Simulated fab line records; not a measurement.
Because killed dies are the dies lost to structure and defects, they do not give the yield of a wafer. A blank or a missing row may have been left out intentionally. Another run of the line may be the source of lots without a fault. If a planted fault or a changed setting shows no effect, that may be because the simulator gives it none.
Which of the tools did it? | flow n5 finfet | Sampling: 24 lots, 72 wafers, 4 of 1938 route steps

WHAT THE GAUGES READ, wafer by wafer
N5_BEOL_M12_INSPECT_55: inspects for defects (darkfield). Usual: raw defect count reads 69 (standard deviation 25).
lot  | measured     | on                | raw defect count | flag
L074 | day 10 23:35 | defect inspect-02 | 65 72 143        |
L075 | day 11 00:09 | defect inspect-02 | 51 46 43         |
L076 | day 11 04:19 | defect inspect-01 | 65 66 73         |
L078 | day 11 15:15 | defect inspect-01 | 45 71 57         |
L079 | day 11 15:47 | defect inspect-02 | 36 40 109        |
L077 | day 11 16:11 | defect inspect-01 | 28 47 29         |
L080 | day 12 00:01 | defect inspect-02 | 69 86 57         |
L081 | day 12 06:53 | defect inspect-02 | 30 41 59         |
L082 | day 12 17:14 | defect inspect-02 | 63 55 51         |
L083 | day 12 18:42 | defect inspect-02 | 68 93 78         |
L084 | day 13 05:37 | defect inspect-02 | 47 73 121        |
L085 | day 13 08:51 | defect inspect-01 | 71 68 69         |
L086 | day 13 15:10 | defect inspect-01 | 60 35 69         |
L088 | day 13 21:25 | defect inspect-01 | 76 75 86         |
L089 | day 14 04:21 | defect inspect-02 | 111 132 127      |
L090 | day 14 04:44 | defect inspect-02 | 63 78 69         |
L087 | day 14 08:31 | defect inspect-01 | 80 55 61         |
L091 | day 14 09:02 | defect inspect-01 | 65 87 91         |
L092 | day 16 01:47 | defect inspect-02 | 86 81 74         |
L093 | day 16 06:26 | defect inspect-01 | 82 95 105        |
L097 | day 16 06:46 | defect inspect-02 | 61 102 96        |
L094 | day 16 06:40 | defect inspect-02 | 70 93 92         |
L095 | day 16 07:20 | defect inspect-01 | 36 66 49         |
L096 | day 17 10:28 | defect inspect-02 | 54 62 53         |

N5_BEOL_M13_OVL_MEAS_11. Usual: V12_OVL gives -2 nm (standard deviation 5.5).
lot  | measured     | on         | V12_OVL (nm) | flag
L074 | day 11 00:13 | overlay-02 | 4 -8 7       |
L075 | day 11 00:47 | overlay-01 | -1 2 -3      |
L076 | day 11 04:57 | overlay-02 | 3 0 8        |
L078 | day 11 15:55 | overlay-01 | 2 3 -1       |
L079 | day 11 16:19 | overlay-02 | -13 -6 -5    |
L077 | day 11 16:43 | overlay-01 | -6 -2 -4     |
L080 | day 12 00:40 | overlay-01 | -7 -9 -1     |
L081 | day 12 07:32 | overlay-02 | -14 -13 -14  |
L082 | day 12 17:53 | overlay-02 | 4 -6 0       |
L083 | day 12 19:13 | overlay-01 | 13 5 1       |
L084 | day 13 06:15 | overlay-01 | 3 -1 0       |
L085 | day 13 09:34 | overlay-01 | 2 -6 -6      |
L086 | day 13 15:43 | overlay-02 | 9 9 7        |
L088 | day 13 21:56 | overlay-01 | 3 10 11      |
L089 | day 14 04:59 | overlay-01 | 3 -3 -3      |
L090 | day 14 05:16 | overlay-01 | -1 -8 -3     |
L087 | day 14 09:02 | overlay-02 | 2 2 -8       |
L091 | day 14 09:33 | overlay-02 | -5 -9 0      |
L092 | day 16 02:19 | overlay-02 | -2 -4 -1     |
L093 | day 16 06:58 | overlay-02 | -2 -2 -3     |
L097 | day 16 07:28 | overlay-01 | -8 -9 -6     |
L094 | day 16 07:19 | overlay-01 | -4 0 -9      |
L095 | day 16 07:59 | overlay-01 | -4 -1 -6     |
L096 | day 17 10:59 | overlay-02 | -3 -5 -1     |

WHAT TOOL EACH LOT RAN ON (gives the tool, then ch and the chambers of the sampled wafers, and finally the start)
lot  | N5_BEOL_M12_STRIP_37                 | N5_BEOL_M12_PRE_CLEAN_42
L074 | plasma asher-01 ch 0,1, day 10 21:02 | pvd sputter-03, day 10 22:22
L075 | plasma asher-01 ch 0,1, day 10 21:32 | pvd sputter-03, day 10 22:41
L076 | plasma asher-01 ch 0,1, day 11 00:55 | pvd sputter-01, day 11 03:02
L078 | plasma asher-02 ch 0,1, day 11 13:25 | pvd sputter-01, day 11 14:03
L079 | plasma asher-01 ch 0,1, day 11 13:53 | pvd sputter-01, day 11 14:34
L077 | plasma asher-01 ch 0,1, day 11 14:22 | pvd sputter-01, day 11 14:59
L080 | plasma asher-01 ch 0,1, day 11 20:01 | pvd sputter-03, day 11 22:49
L081 | plasma asher-02 ch 0,1, day 12 05:05 | pvd sputter-02, day 12 05:26
L082 | plasma asher-02 ch 0,1, day 12 14:38 | pvd sputter-03, day 12 16:01
L083 | plasma asher-01 ch 0,1, day 12 17:07 | pvd sputter-03, day 12 17:29
L084 | plasma asher-02 ch 0,1, day 13 01:53 | pvd sputter-03, day 13 04:22
L085 | plasma asher-02 ch 0,1, day 13 05:40 | pvd sputter-02, day 13 07:39
L086 | plasma asher-01 ch 0,1, day 13 12:32 | pvd sputter-02, day 13 13:58
L088 | plasma asher-01 ch 0,1, day 13 18:18 | pvd sputter-03, day 13 20:12
L089 | plasma asher-02 ch 0,1, day 14 01:03 | pvd sputter-02, day 14 03:05
L090 | plasma asher-01 ch 0,1, day 14 02:13 | pvd sputter-03, day 14 03:20
L087 | plasma asher-02 ch 0,1, day 14 05:10 | pvd sputter-02, day 14 07:02
L091 | plasma asher-02 ch 0,1, day 14 06:40 | pvd sputter-01, day 14 07:16
L092 | plasma asher-01 ch 0,1, day 15 21:52 | pvd sputter-01, day 16 00:34
L093 | plasma asher-02 ch 0, day 16 01:05   | pvd sputter-01, day 16 05:14
L097 | plasma asher-01 ch 0,1, day 16 01:38 | pvd sputter-02, day 16 05:26
L094 | plasma asher-01 ch 0,1, day 16 02:54 | pvd sputter-03, day 16 05:25
L095 | plasma asher-01 ch 0, day 16 04:10   | pvd sputter-01, day 16 05:50
L096 | plasma asher-01 ch 0,1, day 17 06:44 | pvd sputter-02, day 17 09:16
- N5_BEOL_M12_STRIP_37: strips in N2/H2.
- N5_BEOL_M12_PRE_CLEAN_42: time 30 s.

AS READ BY THE TOOLS THEMSELVES (means over the sampled wafers that have a number; for cases with no such wafer, the mark the record gives instead)
N5_BEOL_M12_STRIP_37. Usual: drypump motor current A 5.6 A, standard deviation 0.51; h2 flow sccm 3251 sccm, standard deviation 10; heater power w 326 W, standard deviation 7.6; oes product au 0.790 a.u., standard deviation 0.011.
lot  | tool            | drypump motor current A (A) | h2 flow sccm (sccm) | heater power w (W) | oes product au (a.u.) | flag
L074 | plasma asher-01 | 5.5                         | 3253                | 321                | 0.797                 |
L075 | plasma asher-01 | 5.5                         | 3243                | 316                | 0.783                 |
L076 | plasma asher-01 | 5.5                         | 3252                | 323                | 0.786                 |
L078 | plasma asher-02 | 6.0                         | 3253                | 328                | 0.786                 |
L079 | plasma asher-01 | 5.3                         | 3257                | 321                | 0.794                 |
L077 | plasma asher-01 | 5.3                         | 3251                | 326                | 0.793                 |
L080 | plasma asher-01 | 5.3                         | 3244                | 321                | 0.785                 |
L081 | plasma asher-02 | 6.0                         | 3252                | 336                | 0.786                 |
L082 | plasma asher-02 | 6.0                         | 3244                | 333                | 0.797                 |
L083 | plasma asher-01 | 5.5                         | 3247                | 325                | 0.785                 |
L084 | plasma asher-02 | 5.6                         | 3262                | 331                | 0.787                 |
L085 | plasma asher-02 | 5.7                         | 3253                | 333                | 0.780                 |
L086 | plasma asher-01 | 5.5                         | 3245                | 320                | 0.785                 |
L088 | plasma asher-01 | 5.3                         | 3253                | 325                | 0.784                 |
L089 | plasma asher-02 | 5.6                         | 3244                | 332                | 0.781                 |
L090 | plasma asher-01 | 5.3                         | 3258                | 326                | 0.788                 |
L087 | plasma asher-02 | 6.0                         | 3252                | 335                | 0.785                 |
L091 | plasma asher-02 | 6.0                         | 3255                | 336                | 0.789                 |
L092 | plasma asher-01 | 5.5                         | 3259                | 314                | 0.805                 |
L093 | plasma asher-02 | 6.4                         | 3232                | 335                | 0.783                 |
L097 | plasma asher-01 | 5.5                         | 3251                | 320                | 0.801                 |
L094 | plasma asher-01 | 5.5                         | 3250                | 320                | 0.797                 |
L095 | plasma asher-01 | 5.0                         | 3244                | 322                | 0.786                 |
L096 | plasma asher-01 | 5.5                         | 3239                | 319                | 0.789                 |

N5_BEOL_M12_PRE_CLEAN_42. Usual: heater power w reads 344 W (standard deviation 28).
lot  | tool           | heater power w (W) | flag
L074 | pvd sputter-03 | 344                |
L075 | pvd sputter-03 | 313                |
L076 | pvd sputter-01 | 365                |
L078 | pvd sputter-01 | 364                |
L079 | pvd sputter-01 | 384                |
L077 | pvd sputter-01 | 358                |
L080 | pvd sputter-03 | 360                |
L081 | pvd sputter-02 | 326                |
L082 | pvd sputter-03 | 331                |
L083 | pvd sputter-03 | 342                |
L084 | pvd sputter-03 | 353                |
L085 | pvd sputter-02 | 328                |
L086 | pvd sputter-02 | 315                |
L088 | pvd sputter-03 | 356                |
L089 | pvd sputter-02 | 340                |
L090 | pvd sputter-03 | 330                |
L087 | pvd sputter-02 | 323                |
L091 | pvd sputter-01 | 363                |
L092 | pvd sputter-01 | 348                |
L093 | pvd sputter-01 | 370                |
L097 | pvd sputter-02 | 343                |
L094 | pvd sputter-03 | 326                |
L095 | pvd sputter-01 | 362                |
L096 | pvd sputter-02 | 352                |

THE ANSWER, worked out from the rows above alone
Rule: take the mean of a lot's wafers that have a number; if it is more than 3 standard deviations from the usual mean, the lot is off. Also off: a lot with no number at a reading for which 4 or more lots have one. All remaining lots with rows at the step are treated as sound. Order of review: gauges by route order, followed by the tools' own readings, for which a lot's mean as printed above is used. The first step at which some lot is off is used, and at that step the reading that is off furthest; a lot without a number counts as furthest.
Nothing can be told from this: no lot is off at any reading shown.

WHAT THE SIMULATOR PUT IN
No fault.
